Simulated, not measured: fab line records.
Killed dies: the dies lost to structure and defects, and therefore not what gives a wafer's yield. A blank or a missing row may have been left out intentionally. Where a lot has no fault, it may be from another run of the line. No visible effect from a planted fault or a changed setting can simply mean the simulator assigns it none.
Which tool is to blame? | flow n5Finfet | 14 lots, 42 wafers sampled, at 4 steps of a route of 1938

## WHAT EACH GAUGE READ, for each wafer
N5_BEOL_M12_CD_MEAS_10: target cd 140 nm.
lot  | measured     | on       | cdNm (nm)
L710 | day 10 17:43 | cdSem-02 | 139.8 140.1 141.8
L711 | day 11 06:03 | cdSem-03 | 140.1 139.6 137.8
L713 | day 11 07:54 | cdSem-01 | 141.1 141.8 143.1
L715 | day 11 08:04 | cdSem-02 | 138.4 140.0 140.7
L714 | day 11 14:02 | cdSem-01 | 139.0 138.1 137.3
L716 | day 12 08:11 | cdSem-01 | 140.9 140.4 141.9
L718 | day 12 14:16 | cdSem-02 | 140.7 142.1 142.6
L717 | day 12 17:15 | cdSem-02 | 141.4 142.4 140.6
L719 | day 12 22:32 | cdSem-03 | 140.0 141.3 140.9
L720 | day 14 02:01 | cdSem-02 | 137.9 138.9 138.3
L723 | day 14 09:39 | cdSem-03 | 138.4 138.4 141.0
L726 | day 14 21:58 | cdSem-02 | - - -
L729 | day 15 06:26 | cdSem-03 | - - -
L732 | day 16 11:10 | cdSem-03 | 138.2 139.6 138.9

## WHAT TOOL EACH LOT RAN ON (gives the tool, then ch and the chambers of the sampled wafers, and finally the start)
lot  | N5_BEOL_M11_ETCH_66               | N5_BEOL_M11_STRIP_77                         | N5_BEOL_M12_DEVELOP_09
L710 | rieDiel-01 ch 0,2,3, day 10 13:41 | rieDiel-01 ch 0,2,3, day 10 17:36 or earlier | lithoTrack-03 ch 0, day 10 17:36
L711 | rieDiel-01 ch 0,3, day 11 01:44   | rieDiel-01 ch 0,3, day 11 05:56 or earlier   | lithoTrack-03 ch 0, day 11 05:56
L713 | rieDiel-03 ch 2,3, day 11 04:22   | rieDiel-03 ch 2,3, day 11 07:47 or earlier   | lithoTrack-03 ch 0, day 11 07:47
L715 | rieDiel-01 ch 0,3, day 11 04:31   | rieDiel-01 ch 0,3, day 11 07:57 or earlier   | lithoTrack-01 ch 0, day 11 07:57
L714 | rieDiel-01 ch 2,3, day 11 09:23   | rieDiel-01 ch 2,3, day 11 13:56 or earlier   | lithoTrack-01 ch 0, day 11 13:56
L716 | rieDiel-03 ch 0,1,2, day 12 03:12 | rieDiel-03 ch 0,1,2, day 12 08:05 or earlier | lithoTrack-01 ch 0, day 12 08:05
L718 | rieDiel-01 ch 1,2,3, day 12 09:25 | rieDiel-01 ch 1,2,3, day 12 14:10 or earlier | lithoTrack-01 ch 0, day 12 14:10
L717 | rieDiel-01 ch 0,3, day 12 12:40   | rieDiel-01 ch 0,3, day 12 17:08 or earlier   | lithoTrack-03 ch 0, day 12 17:08
L719 | rieDiel-02 ch 0,1,2, day 12 17:58 | rieDiel-02 ch 0,1,2, day 12 22:26 or earlier | lithoTrack-04 ch 0, day 12 22:26
L720 | rieDiel-02 ch 0,1,3, day 13 20:31 | rieDiel-02 ch 0,1,3, day 14 01:54 or earlier | lithoTrack-04 ch 0, day 14 01:54
L723 | rieDiel-03 ch 0,2,3, day 14 04:52 | rieDiel-03 ch 0,2,3, day 14 09:32 or earlier | lithoTrack-01 ch 0, day 14 09:32
L726 | rieDiel-02 ch 0,1,2, day 14 17:44 | rieDiel-02 ch 0,1,2, day 14 21:51 or earlier | lithoTrack-03, day 14 21:51
L729 | rieDiel-01 ch 0,1,3, day 15 02:53 | rieDiel-01 ch 0,1,3, day 15 06:19 or earlier | lithoTrack-03, day 15 06:19
L732 | rieDiel-03 ch 1,2, day 16 05:31   | rieDiel-03 ch 1,2, day 16 11:04 or earlier   | lithoTrack-04 ch 0, day 16 11:04
- N5_BEOL_M11_ETCH_66: etches SOC in N2/H2, target depth 120 nm, overetch 24 nm, time 180 s.
- N5_BEOL_M11_STRIP_77: strips in N2/H2, time 10 s.
- N5_BEOL_M12_DEVELOP_09: develop time 45 s.

## AS READ BY THE TOOLS THEMSELVES (means over the sampled wafers that have a number; for cases with no such wafer, the mark the record gives instead)
N5_BEOL_M11_ETCH_66.
lot  | tool       | drypumpMotorCurrentA (A) | oesProductAu (a.u.) | rfVppV (V) | showerheadPlenumPTorr (Torr) | throttleValvePct (%)
L710 | rieDiel-01 | 5.4                      | 0.67                | 524.4      | 2.57                         | 17.65
L711 | rieDiel-01 | 5.7                      | 0.67                | 527.1      | 2.65                         | 17.78
L713 | rieDiel-03 | 6.2                      | 0.69                | 526.9      | 2.67                         | 17.70
L715 | rieDiel-01 | 5.7                      | 0.67                | 526.7      | 2.65                         | 17.78
L714 | rieDiel-01 | 5.3                      | 0.68                | 524.7      | 2.54                         | 17.59
L716 | rieDiel-03 | 6.2                      | 0.66                | 525.3      | 2.60                         | 17.65
L718 | rieDiel-01 | 5.4                      | 0.65                | 522.8      | 2.52                         | 17.65
L717 | rieDiel-01 | 5.7                      | 0.66                | 526.7      | 2.64                         | 17.79
L719 | rieDiel-02 | 5.7                      | 0.66                | 523.6      | 2.53                         | 17.76
L720 | rieDiel-02 | 5.6                      | 0.69                | 525.2      | 2.57                         | 17.69
L723 | rieDiel-03 | 5.9                      | 0.68                | 525.6      | 2.58                         | 17.60
L726 | rieDiel-02 | 5.7                      | 0.64                | 523.4      | 2.52                         | 17.80
L729 | rieDiel-01 | 5.7                      | 0.63                | 525.2      | 2.59                         | 17.81
L732 | rieDiel-03 | 6.5                      | 0.74                | 526.4      | 2.63                         | 17.59

N5_BEOL_M11_STRIP_77.
lot  | tool       | biasPowerW (W) | drypumpMotorCurrentA (A) | oesProductAu (a.u.) | rfVppV (V) | showerheadPlenumPTorr (Torr) | throttleValvePct (%)
L710 | rieDiel-01 | 7.017          | 5.4                      | 0.84                | 58.7       | 2.57                         | 23.43
L711 | rieDiel-01 | 6.972          | 5.7                      | 0.84                | 60.0       | 2.65                         | 23.60
L713 | rieDiel-03 | 6.995          | 6.2                      | 0.86                | 59.5       | 2.66                         | 23.53
L715 | rieDiel-01 | 6.989          | 5.7                      | 0.83                | 59.7       | 2.64                         | 23.59
L714 | rieDiel-01 | 7.020          | 5.3                      | 0.85                | 59.5       | 2.53                         | 23.39
L716 | rieDiel-03 | 6.999          | 6.2                      | 0.81                | 59.6       | 2.60                         | 23.42
L718 | rieDiel-01 | 6.991          | 5.4                      | 0.80                | 60.2       | 2.52                         | 23.44
L717 | rieDiel-01 | 7.045          | 5.7                      | 0.83                | 59.7       | 2.64                         | 23.61
L719 | rieDiel-02 | 6.991          | 5.7                      | 0.82                | 59.1       | 2.53                         | 23.60
L720 | rieDiel-02 | 7.010          | 5.6                      | 0.86                | 59.9       | 2.57                         | 23.47
L723 | rieDiel-03 | 7.010          | 6.0                      | 0.84                | 59.8       | 2.58                         | 23.41
L726 | rieDiel-02 | 6.986          | 5.7                      | 0.81                | 59.5       | 2.52                         | 23.61
L729 | rieDiel-01 | 7.017          | 5.7                      | 0.79                | 59.6       | 2.58                         | 23.62
L732 | rieDiel-03 | 6.994          | 6.5                      | 0.92                | 59.3       | 2.63                         | 23.38

N5_BEOL_M12_DEVELOP_09.
lot  | tool          | chillPlateTempC (C) | resistLineTempC (C)
L710 | lithoTrack-03 | 22.96               | 23.10
L711 | lithoTrack-03 | 22.90               | 23.16
L713 | lithoTrack-03 | 22.80               | 22.88
L715 | lithoTrack-01 | 22.97               | 22.99
L714 | lithoTrack-01 | 23.12               | 22.98
L716 | lithoTrack-01 | 22.95               | 22.99
L718 | lithoTrack-01 | 23.01               | 22.98
L717 | lithoTrack-03 | 23.16               | 23.01
L719 | lithoTrack-04 | 22.98               | 22.97
L720 | lithoTrack-04 | 23.10               | 23.20
L723 | lithoTrack-01 | 22.98               | 23.10
L726 | lithoTrack-03 | -                   | -
L729 | lithoTrack-03 | -                   | -
L732 | lithoTrack-04 | 23.07               | 22.91

## THE ANSWER, worked out from the rows above alone
Rule: what is usual is taken from the lots themselves. The widest of any qualifying gaps counts: lots, ordered by their means at a reading, are off when they make up no more than a third of the lots, leave a main group of 4 or more, and stand apart from it by 3 or more times the standard deviation of that group's means. The tables above print the reading to a certain number of digits; a main group whose means all agree to those digits is not used. A lot without any number at a reading at which 4 lots or more have one is off too. The other lots that the step has rows for count as sound. The gauges are gone through in route order, then the tools' own readings, and for those a lot's mean is taken as printed above. At the first step where some lot is off, the reading lying furthest off is the one used; lots without a number count as furthest.
Off: L726, L729 (N5_BEOL_M12_CD_MEAS_10, cdNm). Without a number there: L726, L729. The main group: mean 140.1 nm, standard deviation 1.3.
A tool fits if, at a process step before that reading, it ran every lot that is off, and no sound lot after the first of them. The gauges at N5_BEOL_M12_CD_MEAS_10 aren't tried: what is off there is off at N5_BEOL_M12_DEVELOP_09 too, on other tools, and a gauge's error can't cause that. With no start given for some of its lots, N5_BEOL_M11_STRIP_77 uses the hours and lot order of N5_BEOL_M12_DEVELOP_09. One fits: lithoTrack-03 at N5_BEOL_M12_DEVELOP_09. A fault onset in the window from L717 (day 12 17:08, its last sound lot) to L726 (day 14 21:51, its first lot off) fits.
Blank at N5_BEOL_M12_DEVELOP_09 on the lots that are off, where sound lots have numbers: chillPlateTempC, resistLineTempC.

## WHAT HAD BEEN PUT IN BY THE SIMULATOR
Entire step skipped (lithoTrack-03, N5_BEOL_M12_DEVELOP_09), from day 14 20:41 onward. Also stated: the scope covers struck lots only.
Struck lots among those shown: L726, L729. This agrees with what the rule above found.
